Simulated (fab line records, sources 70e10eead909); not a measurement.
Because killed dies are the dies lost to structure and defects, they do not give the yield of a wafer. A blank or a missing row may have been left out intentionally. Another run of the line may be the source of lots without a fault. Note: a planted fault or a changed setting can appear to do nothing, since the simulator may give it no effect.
fab line records :: flow nand_harc
record:
  lots: 7
  wafers: 21
  last_day: 33
route steps=1302 shown A_CONTACT@1100 A_BLC@1107
lots that met no fault: from a run of the same line without faults
start_h: the number of hours between the record's first day and the start of the first shown wafer of the lot :: wait_h: hours since the lot's step before :: " the same as in the row above :: L1.1+2: a row that stands for several wafers :: - value missing, or start not given :: * or withheld: withheld :: < > ~ a bound
route shown NAME@n: a module of which the file shows steps, and the number in the route of the first :: usual: average and standard deviation across the fault-free wafers :: same: alike in all rows :: chamber/n: place in a boat :: sites: readings site by site :: _std_site: standard deviation across them :: _edge_site: mean of outer sites minus mean of inner sites :: radius_mm: for every site, how far away it sits from the centre of the wafer :: mask NAME#n: copy n :: behind: the last tool/chamber to shape the wafer :: hold: why the lot went on hold/how many hours it stayed there/how the hold came to an end :: device: names the non-switching transistor (n, p or np) :: end of line: tests run on the same wafers once the route is complete :: a step with no rows: only its recipe :: killed: the dies lost at the first sort to structure and to defects; this is not the yield of the wafer :: map: a wafer's dies, marking killed ones x, the rest . and places with no die _
set.NAME: the setting that was run; set.NAME@STEP: the one run at that earlier step :: model.NAME: the simulator's own value behind a step, which no gauge read
lots at some steps of the route; a table a step, a row a wafer
services: from which hour (start_h, from the record's first day; less than 0 if before it) a tool's chamber was out of use, for how many hours, and why
== steps ==
step: NHARC_A_CONTACT_STRIP_27
recipe:
  time_s: 600
  temp_c: 30
  chemistry: post_etch_residue_remover
step: NHARC_A_CONTACT_ALD_18
recipe:
  target_thk_a: 30
  pulse_time_s: 1
  ald_cycles: 150
  temp_c: 450
  material: TiN
usual:
  heater_power_w: 1124/140
  precursor_pulse_height_rel: 1.001/0.021
  susceptor_temp_C: 450.02/0.24
lot.wafer: L455.4
tool: ald_metal-01
chamber: 3
start_h: 576.44
wait_h: -
heater_power_w: 1160
precursor_pulse_height_rel: 1.042
susceptor_temp_C: 449.70

lot.wafer: L455.2
tool: ald_metal-01
chamber: 1
start_h: 576.44
wait_h: -
heater_power_w: 1099
precursor_pulse_height_rel: 0.999
susceptor_temp_C: 449.98

lot.wafer: L455.1
tool: ald_metal-01
chamber: 2
start_h: 576.44
wait_h: -
heater_power_w: 1012
precursor_pulse_height_rel: 0.999
susceptor_temp_C: 450.07

lot.wafer: L456.2
tool: ald_metal-04
chamber: 1
start_h: 578.05
wait_h: -
heater_power_w: 1332
precursor_pulse_height_rel: 1.010
susceptor_temp_C: 450.35

lot.wafer: L456.3
tool: ald_metal-04
chamber: 3
start_h: 578.05
wait_h: -
heater_power_w: 1323
precursor_pulse_height_rel: 1.010
susceptor_temp_C: 450.08

lot.wafer: L456.5
tool: ald_metal-04
chamber: 2
start_h: 578.05
wait_h: -
heater_power_w: 1344
precursor_pulse_height_rel: 0.997
susceptor_temp_C: 450.07

lot.wafer: L458.3
tool: ald_metal-01
chamber: 1
start_h: 603.43
wait_h: -
heater_power_w: 1112
precursor_pulse_height_rel: 1.008
susceptor_temp_C: 450.24

lot.wafer: L458.2
tool: ald_metal-01
chamber: 2
start_h: 603.43
wait_h: -
heater_power_w: 1010
precursor_pulse_height_rel: 0.994
susceptor_temp_C: 449.71

lot.wafer: L458.6
tool: ald_metal-01
chamber: 1
start_h: 603.43
wait_h: -
heater_power_w: 1112
precursor_pulse_height_rel: 1.015
susceptor_temp_C: 450.19

lot.wafer: L465.1
tool: ald_metal-03
chamber: 3
start_h: 689.38
wait_h: -
heater_power_w: 930
precursor_pulse_height_rel: 1.031
susceptor_temp_C: 450.11

lot.wafer: L465.4
tool: ald_metal-03
chamber: 0
start_h: 689.38
wait_h: -
heater_power_w: 914
precursor_pulse_height_rel: 1.004
susceptor_temp_C: 450.11

lot.wafer: L465.6
tool: ald_metal-03
chamber: 0
start_h: 689.38
wait_h: -
heater_power_w: 922
precursor_pulse_height_rel: 0.981
susceptor_temp_C: 450.14

lot.wafer: L467.4
tool: ald_metal-03
chamber: 3
start_h: 701.03
wait_h: -
heater_power_w: 954
precursor_pulse_height_rel: 1.012
susceptor_temp_C: 450.08

lot.wafer: L467.1
tool: ald_metal-03
chamber: 0
start_h: 701.03
wait_h: -
heater_power_w: 889
precursor_pulse_height_rel: 1.000
susceptor_temp_C: 449.89

lot.wafer: L467.6
tool: ald_metal-03
chamber: 2
start_h: 701.03
wait_h: -
heater_power_w: 1108
precursor_pulse_height_rel: 0.960
susceptor_temp_C: 450.20

lot.wafer: L470.4
tool: ald_metal-01
chamber: 2
start_h: 724.38
wait_h: -
heater_power_w: 974
precursor_pulse_height_rel: 1.016
susceptor_temp_C: 449.85

lot.wafer: L470.2
tool: ald_metal-01
chamber: 3
start_h: 724.38
wait_h: -
heater_power_w: 1117
precursor_pulse_height_rel: 1.003
susceptor_temp_C: 450.02

lot.wafer: L470.5
tool: ald_metal-01
chamber: 2
start_h: 724.38
wait_h: -
heater_power_w: 964
precursor_pulse_height_rel: 1.015
susceptor_temp_C: 449.65

lot.wafer: L472.3
tool: ald_metal-04
chamber: 2
start_h: 744.02
wait_h: -
heater_power_w: 1398
precursor_pulse_height_rel: 1.008
susceptor_temp_C: 450.01

lot.wafer: L472.6
tool: ald_metal-04
chamber: 2
start_h: 744.02
wait_h: -
heater_power_w: 1385
precursor_pulse_height_rel: 1.013
susceptor_temp_C: 450.45

lot.wafer: L472.5
tool: ald_metal-04
chamber: 3
start_h: 744.02
wait_h: -
heater_power_w: 1292
precursor_pulse_height_rel: 1.012
susceptor_temp_C: 449.61
step: NHARC_A_CONTACT_CVD_19
recipe:
  target_thk_a: 3000
  temp_c: 300
  pressure_torr: 40
  wf6_flow_sccm: 40
  h2_flow_sccm: 1600
  ar_flow_sccm: 1560
  time_s: 802
  material: W
usual:
  heater_power_w: 465/47
  mfc_h2_sccm: 1600/4.6
  susceptor_temp_C: 300.01/0.2
  throttle_valve_pct: 7.9/0.3
lot.wafer: L455.2
tool: cvd_w-01
chamber: 0
start_h: -
wait_h: -
heater_power_w: 384
mfc_h2_sccm: 1600
susceptor_temp_C: 299.92
throttle_valve_pct: 7.8

lot.wafer: L455.1
tool: cvd_w-01
chamber: 1
start_h: -
wait_h: -
heater_power_w: 505
mfc_h2_sccm: 1604
susceptor_temp_C: 300.17
throttle_valve_pct: 7.3

lot.wafer: L455.4
tool: cvd_w-01
chamber: 1
start_h: -
wait_h: -
heater_power_w: 511
mfc_h2_sccm: 1600
susceptor_temp_C: 300.30
throttle_valve_pct: 7.4

lot.wafer: L456.2
tool: cvd_w-02
chamber: 0
start_h: -
wait_h: -
heater_power_w: 496
mfc_h2_sccm: 1605
susceptor_temp_C: 299.77
throttle_valve_pct: 8.2

lot.wafer: L456.3
tool: cvd_w-02
chamber: 1
start_h: -
wait_h: -
heater_power_w: 470
mfc_h2_sccm: 1603
susceptor_temp_C: 300.09
throttle_valve_pct: 8.1

lot.wafer: L456.5
tool: cvd_w-02
chamber: 0
start_h: -
wait_h: -
heater_power_w: 472
mfc_h2_sccm: 1599
susceptor_temp_C: 299.54
throttle_valve_pct: 8.1

lot.wafer: L458.2
tool: cvd_w-02
chamber: 1
start_h: -
wait_h: -
heater_power_w: 472
mfc_h2_sccm: 1604
susceptor_temp_C: 300.14
throttle_valve_pct: 7.9

lot.wafer: L458.3
tool: cvd_w-02
chamber: 1
start_h: -
wait_h: -
heater_power_w: 483
mfc_h2_sccm: 1593
susceptor_temp_C: 299.92
throttle_valve_pct: 8.2

lot.wafer: L458.6
tool: cvd_w-02
chamber: 1
start_h: -
wait_h: -
heater_power_w: 471
mfc_h2_sccm: 1605
susceptor_temp_C: 299.96
throttle_valve_pct: 8.1

lot.wafer: L465.1
tool: cvd_w-01
chamber: 1
start_h: -
wait_h: -
heater_power_w: 522
mfc_h2_sccm: 1603
susceptor_temp_C: -
throttle_valve_pct: 7.3

lot.wafer: L465.4
tool: cvd_w-01
chamber: 1
start_h: -
wait_h: -
heater_power_w: 514
mfc_h2_sccm: 1602
susceptor_temp_C: -
throttle_valve_pct: 7.8

lot.wafer: L465.6
tool: cvd_w-01
chamber: 1
start_h: -
wait_h: -
heater_power_w: 528
mfc_h2_sccm: 1600
susceptor_temp_C: -
throttle_valve_pct: 7.7

lot.wafer: L467.1
tool: cvd_w-01
chamber: 0
start_h: -
wait_h: -
heater_power_w: 397
mfc_h2_sccm: 1596
susceptor_temp_C: -
throttle_valve_pct: 7.6

lot.wafer: L467.4
tool: cvd_w-01
chamber: 1
start_h: -
wait_h: -
heater_power_w: 516
mfc_h2_sccm: 1600
susceptor_temp_C: -
throttle_valve_pct: 7.5

lot.wafer: L467.6
tool: cvd_w-01
chamber: 1
start_h: -
wait_h: -
heater_power_w: 509
mfc_h2_sccm: 1598
susceptor_temp_C: -
throttle_valve_pct: 7.3

lot.wafer: L470.2
tool: cvd_w-01
chamber: 1
start_h: -
wait_h: -
heater_power_w: 516
mfc_h2_sccm: 1596
susceptor_temp_C: 300.26
throttle_valve_pct: 7.5

lot.wafer: L470.4
tool: cvd_w-01
chamber: 0
start_h: -
wait_h: -
heater_power_w: 379
mfc_h2_sccm: 1604
susceptor_temp_C: 299.84
throttle_valve_pct: 7.7

lot.wafer: L470.5
tool: cvd_w-01
chamber: 0
start_h: -
wait_h: -
heater_power_w: 386
mfc_h2_sccm: 1601
susceptor_temp_C: 299.77
throttle_valve_pct: 7.7

lot.wafer: L472.3
tool: cvd_w-02
chamber: 1
start_h: -
wait_h: -
heater_power_w: 472
mfc_h2_sccm: 1602
susceptor_temp_C: 299.90
throttle_valve_pct: 8.1

lot.wafer: L472.5
tool: cvd_w-02
chamber: 1
start_h: -
wait_h: -
heater_power_w: 478
mfc_h2_sccm: 1601
susceptor_temp_C: 299.95
throttle_valve_pct: 8.2

lot.wafer: L472.6
tool: cvd_w-02
chamber: 0
start_h: -
wait_h: -
heater_power_w: 478
mfc_h2_sccm: 1613
susceptor_temp_C: 300.43
throttle_valve_pct: 8.3
step: NHARC_A_CONTACT_CMP_20
recipe:
  t_overpolish_s: 30
  target_thk_nm: 300
usual:
  edge_zone_pressure_frac: 1.000/0.0044
  motor_current_A: 12.0/1.1
  overpolish_run_s: 30.001/0.0086
  slurry_flow_ml_min: 150.1/0.46
  time_to_endpoint_s: 60/3.2
lot.wafer: L455.4
tool: cmp-01
chamber: 2
start_h: 577.54
wait_h: 0.4
edge_zone_pressure_frac: 0.993
motor_current_A: 14.2
overpolish_run_s: 30.007
slurry_flow_ml_min: 150.9
time_to_endpoint_s: 51

lot.wafer: L455.2
tool: cmp-01
chamber: 0
start_h: 577.54
wait_h: 0.4
edge_zone_pressure_frac: 1.002
motor_current_A: 13.3
overpolish_run_s: 30.023
slurry_flow_ml_min: 149.9
time_to_endpoint_s: 54

lot.wafer: L455.1
tool: cmp-01
chamber: 1
start_h: 577.54
wait_h: 0.4
edge_zone_pressure_frac: 1.000
motor_current_A: 11.7
overpolish_run_s: 30.010
slurry_flow_ml_min: 150.2
time_to_endpoint_s: 54

lot.wafer: L456.2
tool: cmp-01
chamber: 2
start_h: 579.18
wait_h: 0.8
edge_zone_pressure_frac: 1.002
motor_current_A: 13.6
overpolish_run_s: 30.010
slurry_flow_ml_min: 149.6
time_to_endpoint_s: 58

lot.wafer: L456.3
tool: cmp-01
chamber: 3
start_h: 579.18
wait_h: 0.8
edge_zone_pressure_frac: 0.998
motor_current_A: 11.8
overpolish_run_s: 29.988
slurry_flow_ml_min: 149.5
time_to_endpoint_s: 58

lot.wafer: L456.5
tool: cmp-01
chamber: 2
start_h: 579.18
wait_h: 0.8
edge_zone_pressure_frac: 1.000
motor_current_A: 13.8
overpolish_run_s: 29.995
slurry_flow_ml_min: 149.3
time_to_endpoint_s: 56

lot.wafer: L458.3
tool: cmp-02
chamber: 1
start_h: 604.53
wait_h: 0.4
edge_zone_pressure_frac: 1.011
motor_current_A: 10.6
overpolish_run_s: 30.010
slurry_flow_ml_min: 149.6
time_to_endpoint_s: 60

lot.wafer: L458.2
tool: cmp-02
chamber: 0
start_h: 604.53
wait_h: 0.4
edge_zone_pressure_frac: 0.996
motor_current_A: 11.0
overpolish_run_s: 29.990
slurry_flow_ml_min: 150.1
time_to_endpoint_s: 60

lot.wafer: L458.6
tool: cmp-02
chamber: 2
start_h: 604.53
wait_h: 0.4
edge_zone_pressure_frac: 0.999
motor_current_A: 12.6
overpolish_run_s: 29.986
slurry_flow_ml_min: 149.6
time_to_endpoint_s: 61

lot.wafer: L465.4
tool: cmp-02
chamber: 2
start_h: 690.46
wait_h: 0.4
edge_zone_pressure_frac: 1.004
motor_current_A: 12.1
overpolish_run_s: 30.014
slurry_flow_ml_min: 150.3
time_to_endpoint_s: 62

lot.wafer: L465.1
tool: cmp-02
chamber: 1
start_h: 690.46
wait_h: 0.4
edge_zone_pressure_frac: 0.997
motor_current_A: 10.1
overpolish_run_s: 30.008
slurry_flow_ml_min: 149.8
time_to_endpoint_s: 58

lot.wafer: L465.6
tool: cmp-02
chamber: 2
start_h: 690.46
wait_h: 0.4
edge_zone_pressure_frac: 1.001
motor_current_A: 13.2
overpolish_run_s: 29.993
slurry_flow_ml_min: 149.8
time_to_endpoint_s: 63

lot.wafer: L467.4
tool: cmp-04
chamber: 0
start_h: 702.07
wait_h: 0.5
edge_zone_pressure_frac: 1.003
motor_current_A: 12.8
overpolish_run_s: 29.993
slurry_flow_ml_min: 150.8
time_to_endpoint_s: 65

lot.wafer: L467.1
tool: cmp-04
chamber: 1
start_h: 702.07
wait_h: 0.5
edge_zone_pressure_frac: 0.995
motor_current_A: 13.3
overpolish_run_s: 29.989
slurry_flow_ml_min: 150.2
time_to_endpoint_s: 63

lot.wafer: L467.6
tool: cmp-04
chamber: 1
start_h: 702.07
wait_h: 0.5
edge_zone_pressure_frac: 1.000
motor_current_A: 13.1
overpolish_run_s: 29.988
slurry_flow_ml_min: 150.3
time_to_endpoint_s: 62

lot.wafer: L470.4
tool: cmp-02
chamber: 2
start_h: 725.48
wait_h: 0.5
edge_zone_pressure_frac: 1.000
motor_current_A: 13.1
overpolish_run_s: 30.001
slurry_flow_ml_min: 149.4
time_to_endpoint_s: 62

lot.wafer: L470.2
tool: cmp-02
chamber: 1
start_h: 725.48
wait_h: 0.5
edge_zone_pressure_frac: 1.005
motor_current_A: 10.7
overpolish_run_s: 30.017
slurry_flow_ml_min: 150.7
time_to_endpoint_s: 56

lot.wafer: L470.5
tool: cmp-02
chamber: 3
start_h: 725.48
wait_h: 0.5
edge_zone_pressure_frac: 1.000
motor_current_A: 11.5
overpolish_run_s: 30.000
slurry_flow_ml_min: 149.4
time_to_endpoint_s: 60

lot.wafer: L472.3
tool: cmp-02
chamber: 3
start_h: 745.16
wait_h: 0.5
edge_zone_pressure_frac: 0.998
motor_current_A: 11.3
overpolish_run_s: 30.012
slurry_flow_ml_min: 150.6
time_to_endpoint_s: 59

lot.wafer: L472.5
tool: cmp-02
chamber: 3
start_h: 745.16
wait_h: 0.5
edge_zone_pressure_frac: 1.002
motor_current_A: 11.2
overpolish_run_s: 29.983
slurry_flow_ml_min: 150.5
time_to_endpoint_s: 62

lot.wafer: L472.6
tool: cmp-02
chamber: 0
start_h: 745.16
wait_h: 0.5
edge_zone_pressure_frac: 0.994
motor_current_A: 10.2
overpolish_run_s: 30.006
slurry_flow_ml_min: 149.8
time_to_endpoint_s: 60
step: NHARC_A_CONTACT_SRD_22
step: NHARC_A_CONTACT_INSPECT_23
usual:
  raw_defect_count: 498/130
lot.wafer: L455.1
tool: defect_inspect-01
chamber: -
start_h: 577.94
wait_h: 0.1
raw_defect_count: 396

lot.wafer: L455.2
tool: defect_inspect-01
chamber: -
start_h: 577.94
wait_h: 0.1
raw_defect_count: 400

lot.wafer: L455.4
tool: defect_inspect-01
chamber: -
start_h: 577.94
wait_h: 0.1
raw_defect_count: 415

lot.wafer: L456.2
tool: defect_inspect-01
chamber: -
start_h: 579.55
wait_h: 0.1
raw_defect_count: 529

lot.wafer: L456.3
tool: defect_inspect-01
chamber: -
start_h: 579.55
wait_h: 0.1
raw_defect_count: 516

lot.wafer: L456.5
tool: defect_inspect-01
chamber: -
start_h: 579.55
wait_h: 0.1
raw_defect_count: 451

lot.wafer: L458.2
tool: defect_inspect-01
chamber: -
start_h: 604.93
wait_h: 0.1
raw_defect_count: 611

lot.wafer: L458.3
tool: defect_inspect-01
chamber: -
start_h: 604.93
wait_h: 0.1
raw_defect_count: 434

lot.wafer: L458.6
tool: defect_inspect-01
chamber: -
start_h: 604.93
wait_h: 0.1
raw_defect_count: 528

lot.wafer: L465.1
tool: defect_inspect-01
chamber: -
start_h: 690.87
wait_h: 0.1
raw_defect_count: 614

lot.wafer: L465.4
tool: defect_inspect-01
chamber: -
start_h: 690.87
wait_h: 0.1
raw_defect_count: 512

lot.wafer: L465.6
tool: defect_inspect-01
chamber: -
start_h: 690.87
wait_h: 0.1
raw_defect_count: 490

lot.wafer: L467.1
tool: defect_inspect-02
chamber: -
start_h: 702.47
wait_h: 0.1
raw_defect_count: 538

lot.wafer: L467.4
tool: defect_inspect-02
chamber: -
start_h: 702.47
wait_h: 0.1
raw_defect_count: 493

lot.wafer: L467.6
tool: defect_inspect-02
chamber: -
start_h: 702.47
wait_h: 0.1
raw_defect_count: 618

lot.wafer: L470.2
tool: defect_inspect-01
chamber: -
start_h: 725.88
wait_h: 0.1
raw_defect_count: 516

lot.wafer: L470.4
tool: defect_inspect-01
chamber: -
start_h: 725.88
wait_h: 0.1
raw_defect_count: 403

lot.wafer: L470.5
tool: defect_inspect-01
chamber: -
start_h: 725.88
wait_h: 0.1
raw_defect_count: 439

lot.wafer: L472.3
tool: defect_inspect-02
chamber: -
start_h: 745.57
wait_h: 0.1
raw_defect_count: 545

lot.wafer: L472.5
tool: defect_inspect-02
chamber: -
start_h: 745.57
wait_h: 0.1
raw_defect_count: 709

lot.wafer: L472.6
tool: defect_inspect-02
chamber: -
start_h: 745.57
wait_h: 0.1
raw_defect_count: 650
step: NHARC_A_BLC_DEHYDRATE_00
recipe:
  temp_c: 150
  time_s: 120
step: NHARC_A_BLC_HMDS_01
recipe:
  time_s: 30
step: NHARC_A_BLC_COAT_02
recipe:
  temp_c: 260
  time_s: 75
step: NHARC_A_BLC_COAT_03
recipe:
  temp_c: 225
  time_s: 65
step: NHARC_A_BLC_COAT_04
recipe:
  spin_rpm: 1500
  resist_thk_nm: 90
step: NHARC_A_BLC_SOFTBAKE_05
recipe:
  temp_c: 105
  time_s: 55
usual:
  heater_power_total_W: 188.46/0.14
lot.wafer: L455.1
tool: litho_track-06
chamber: 0
start_h: 578
wait_h: -
heater_power_total_W: 177.16

lot.wafer: L455.2
tool: litho_track-06
chamber: 0
start_h: 578
wait_h: -
heater_power_total_W: 176.92

lot.wafer: L455.4
tool: litho_track-06
chamber: 0
start_h: 578
wait_h: -
heater_power_total_W: 177.18

lot.wafer: L456.2
tool: litho_track-06
chamber: 0
start_h: 579
wait_h: -
heater_power_total_W: 176.83

lot.wafer: L456.3
tool: litho_track-06
chamber: 0
start_h: 579
wait_h: -
heater_power_total_W: 176.81

lot.wafer: L456.5
tool: litho_track-06
chamber: 0
start_h: 579
wait_h: -
heater_power_total_W: 176.70

lot.wafer: L458.2
tool: litho_track-06
chamber: 0
start_h: 605
wait_h: -
heater_power_total_W: 176.72

lot.wafer: L458.3
tool: litho_track-06
chamber: 0
start_h: 605
wait_h: -
heater_power_total_W: 176.82

lot.wafer: L458.6
tool: litho_track-06
chamber: 0
start_h: 605
wait_h: -
heater_power_total_W: 176.72

lot.wafer: L465.1
tool: litho_track-01
chamber: 0
start_h: 690
wait_h: -
heater_power_total_W: 188.54

lot.wafer: L465.4
tool: litho_track-01
chamber: 0
start_h: 690
wait_h: -
heater_power_total_W: 188.47

lot.wafer: L465.6
tool: litho_track-01
chamber: 0
start_h: 690
wait_h: -
heater_power_total_W: 188.28

lot.wafer: L467.1
tool: litho_track-04
chamber: 0
start_h: 702
wait_h: -
heater_power_total_W: 188.36

lot.wafer: L467.4
tool: litho_track-04
chamber: 0
start_h: 702
wait_h: -
heater_power_total_W: 188.57

lot.wafer: L467.6
tool: litho_track-04
chamber: 0
start_h: 702
wait_h: -
heater_power_total_W: 188.56

lot.wafer: L470.2
tool: litho_track-06
chamber: 0
start_h: 725
wait_h: -
heater_power_total_W: 188.42

lot.wafer: L470.4
tool: litho_track-06
chamber: 0
start_h: 725
wait_h: -
heater_power_total_W: 188.33

lot.wafer: L470.5
tool: litho_track-06
chamber: 0
start_h: 725
wait_h: -
heater_power_total_W: 188.25

lot.wafer: L472.3
tool: litho_track-01
chamber: 0
start_h: 745
wait_h: -
heater_power_total_W: 188.43

lot.wafer: L472.5
tool: litho_track-01
chamber: 0
start_h: 745
wait_h: -
heater_power_total_W: 188.47

lot.wafer: L472.6
tool: litho_track-01
chamber: 0
start_h: 745
wait_h: -
heater_power_total_W: 188.29
step: NHARC_A_BLC_EBR_06
== services ==
tool: ald_metal-03
chamber: -
start_h: 562.51
hours: 1.2
kind: repair

tool: ald_metal-03
chamber: -
start_h: 568.08
hours: 10.0
kind: pm

tool: cmp-02
chamber: -
start_h: 574.89
hours: 4.0
kind: pm

tool: cmp-01
chamber: -
start_h: 579.45
hours: 4.0
kind: pm

tool: cmp-02
chamber: -
start_h: 589.55
hours: 1.6
kind: repair

tool: cmp-01
chamber: -
start_h: 597.02
hours: 3.1
kind: repair

tool: ald_metal-01
chamber: 0
start_h: 602.75
hours: 2.3
kind: repair

tool: ald_metal-03
chamber: 2
start_h: 606.35
hours: 20.1
kind: repair

tool: cvd_w-01
chamber: 0
start_h: 626.63
hours: 8.6
kind: repair

tool: cvd_w-02
chamber: -
start_h: 631.41
hours: 13.0
kind: pm

tool: ald_metal-01
chamber: 2
start_h: 643.23
hours: 15.6
kind: repair

tool: ald_metal-04
chamber: -
start_h: 652.00
hours: 10.0
kind: pm

tool: cvd_w-02
chamber: 0
start_h: 668.40
hours: 4.1
kind: repair

tool: cmp-02
chamber: -
start_h: 672.89
hours: 4.0
kind: pm

tool: cmp-01
chamber: -
start_h: 677.45
hours: 4.0
kind: pm

tool: litho_track-01
chamber: -
start_h: 680.00
hours: 7.0
kind: pm

tool: ald_metal-01
chamber: -
start_h: 685.11
hours: 0.9
kind: repair

tool: ald_metal-04
chamber: 0
start_h: 690.50
hours: 46.4
kind: repair

tool: ald_metal-01
chamber: -
start_h: 704.00
hours: 10.0
kind: pm

tool: litho_track-06
chamber: -
start_h: 704.00
hours: 7.0
kind: pm

tool: cmp-02
chamber: -
start_h: 710.63
hours: 3.4
kind: repair

tool: cmp-02
chamber: -
start_h: 717.17
hours: 0.5
kind: repair

tool: cvd_w-01
chamber: -
start_h: 728.00
hours: 13.0
kind: pm

tool: cmp-02
chamber: -
start_h: 739.67
hours: 1.0
kind: repair
== key ==
first_sign:
  step: NHARC_A_BLC_SOFTBAKE_05
  reading: heater_power_total_W
  direction: down
  sigmas: 81
  usual: *
  struck: *
effect none on later readings
met_at NHARC_A_BLC_SOFTBAKE_05
struck_wafers L455.1,L455.2,L455.4,L456.2,L456.3,L456.5,L458.2,L458.3,L458.6
tester_left_out L455,L456,L458
fault:
  kind: process_parameter_drift
  tool: litho_track-06
  chamber: -
  onset_h: 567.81
  steps: NHARC_A_BLC_SOFTBAKE_05
  channel: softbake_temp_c
  offset: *
  shape: step
  end_h: 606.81
  acts_in: *
  stated: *
tester_left_out: of these lots the tester's yield and bins aren't shown, on N5 and GAA mostly nor the transistor test; their killed dies are dies lost to structure and defects alone, not to doping, threshold or leakage, so they don't give the yield
